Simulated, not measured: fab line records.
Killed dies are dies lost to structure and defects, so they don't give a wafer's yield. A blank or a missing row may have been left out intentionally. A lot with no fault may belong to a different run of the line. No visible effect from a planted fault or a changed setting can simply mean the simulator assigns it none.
The tool behind it: which one? / flow n5-finfet / Sampling: 7 lots, 20 wafers, 4 of 1938 route steps

## WHAT EACH GAUGE READ, for each wafer
N5_BEOL_M0_SAQP_CD_MEAS_40 targets a cd of 30 nm.
lot=L179; measured=day 6 03:30; on=cd-sem-02; cd-nm (nm)=29.5 30.0 30.0
lot=L181; measured=day 6 20:02; on=cd-sem-02; cd-nm (nm)=30.4 30.3
lot=L183; measured=day 7 07:54; on=cd-sem-01; cd-nm (nm)=29.3 29.7 29.7
lot=L185; measured=day 7 20:15; on=cd-sem-01; cd-nm (nm)=- - -
lot=L194; measured=day 9 20:02; on=cd-sem-02; cd-nm (nm)=29.9 30.0 29.9
lot=L196; measured=day 11 02:19; on=cd-sem-03; cd-nm (nm)=30.1 29.8 30.8
lot=L198; measured=day 11 02:50; on=cd-sem-02; cd-nm (nm)=29.8 30.0 30.1

## EACH LOT AND THE TOOL THAT RAN IT (in order: tool; ch and the chambers of the sampled wafers; start)
lot=L179; N5_BEOL_M0_SAQP_HM_OPEN_112=rie-diel-02 ch 0,1,2, day 5 23:04; N5_BEOL_M0_SAQP_MANDREL_ETCH_20=rie-si-04 ch 0,1,3, day 5 23:09; N5_BEOL_M0_SAQP_DEVELOP_39=litho-track-05 ch 0, day 6 03:27
lot=L181; N5_BEOL_M0_SAQP_HM_OPEN_112=rie-diel-02 ch 1,2, day 6 15:52; N5_BEOL_M0_SAQP_MANDREL_ETCH_20=rie-si-04 ch 1,2, day 6 15:56; N5_BEOL_M0_SAQP_DEVELOP_39=litho-track-02 ch 0, day 6 19:59
lot=L183; N5_BEOL_M0_SAQP_HM_OPEN_112=rie-diel-01 ch 1,2, day 7 03:43; N5_BEOL_M0_SAQP_MANDREL_ETCH_20=rie-si-02 ch 0,2,3, day 7 03:48; N5_BEOL_M0_SAQP_DEVELOP_39=litho-track-05 ch 0, day 7 07:50
lot=L185; N5_BEOL_M0_SAQP_HM_OPEN_112=rie-diel-03 ch 0,1,3, day 7 14:41; N5_BEOL_M0_SAQP_MANDREL_ETCH_20=rie-si-02 ch 1,2,3, day 7 14:46; N5_BEOL_M0_SAQP_DEVELOP_39=litho-track-02, day 7 20:11
lot=L194; N5_BEOL_M0_SAQP_HM_OPEN_112=rie-diel-01 ch 0,3, day 9 16:19; N5_BEOL_M0_SAQP_MANDREL_ETCH_20=rie-si-01 ch 1,2,3, day 9 16:23; N5_BEOL_M0_SAQP_DEVELOP_39=litho-track-03 ch 0, day 9 19:58
lot=L196; N5_BEOL_M0_SAQP_HM_OPEN_112=rie-diel-01 ch 1,2, day 10 20:46; N5_BEOL_M0_SAQP_MANDREL_ETCH_20=rie-si-02 ch 2,3, day 10 20:51; N5_BEOL_M0_SAQP_DEVELOP_39=litho-track-03 ch 0, day 11 02:15
lot=L198; N5_BEOL_M0_SAQP_HM_OPEN_112=rie-diel-03 ch 1,2,3, day 10 21:06; N5_BEOL_M0_SAQP_MANDREL_ETCH_20=rie-si-01 ch 0,1,3, day 10 21:11; N5_BEOL_M0_SAQP_DEVELOP_39=litho-track-03 ch 0, day 11 02:46
- N5_BEOL_M0_SAQP_HM_OPEN_112: chemistry CHF3/O2, target SiO2, stops on a-Si, target depth 12 nm, time 13.5 s.
- N5_BEOL_M0_SAQP_MANDREL_ETCH_20: etches a-Si in HBr/Cl2, stops on SiNx, target depth 60 nm, bt time 10 s, time 30 s.
- N5_BEOL_M0_SAQP_DEVELOP_39: develop time 30 s.

## THE ANSWER, worked out from the rows above alone
Rule: the lots themselves supply what counts as usual. The widest of any qualifying gaps counts: lots, ordered by their means at a reading, are off when they make up no more than a third of the lots, leave a main group of 4 or more, and stand apart from it by 3 or more times the standard deviation of that group's means. If all means in a main group match to the digits the tables above print for the reading, that group is not used. A lot without any number at a reading at which 4 lots or more have one is off too. Where the step has rows for the other lots, those lots are counted as sound.
Off at N5_BEOL_M0_SAQP_CD_MEAS_40 (cd-nm): L185. Without a number there: L185. The main group has a mean of 30.0 nm with a standard deviation of 0.26.
A tool fits if, at a process step before that reading, it ran every lot that is off, and no sound lot after the first of them. Those tools and the gauges at N5_BEOL_M0_SAQP_CD_MEAS_40 are tried in the same way. This does not decide it: 2 tools fit, namely litho-track-02 at N5_BEOL_M0_SAQP_DEVELOP_39 and cd-sem-01 at N5_BEOL_M0_SAQP_CD_MEAS_40.

## WHAT HAD BEEN PUT IN BY THE SIMULATOR
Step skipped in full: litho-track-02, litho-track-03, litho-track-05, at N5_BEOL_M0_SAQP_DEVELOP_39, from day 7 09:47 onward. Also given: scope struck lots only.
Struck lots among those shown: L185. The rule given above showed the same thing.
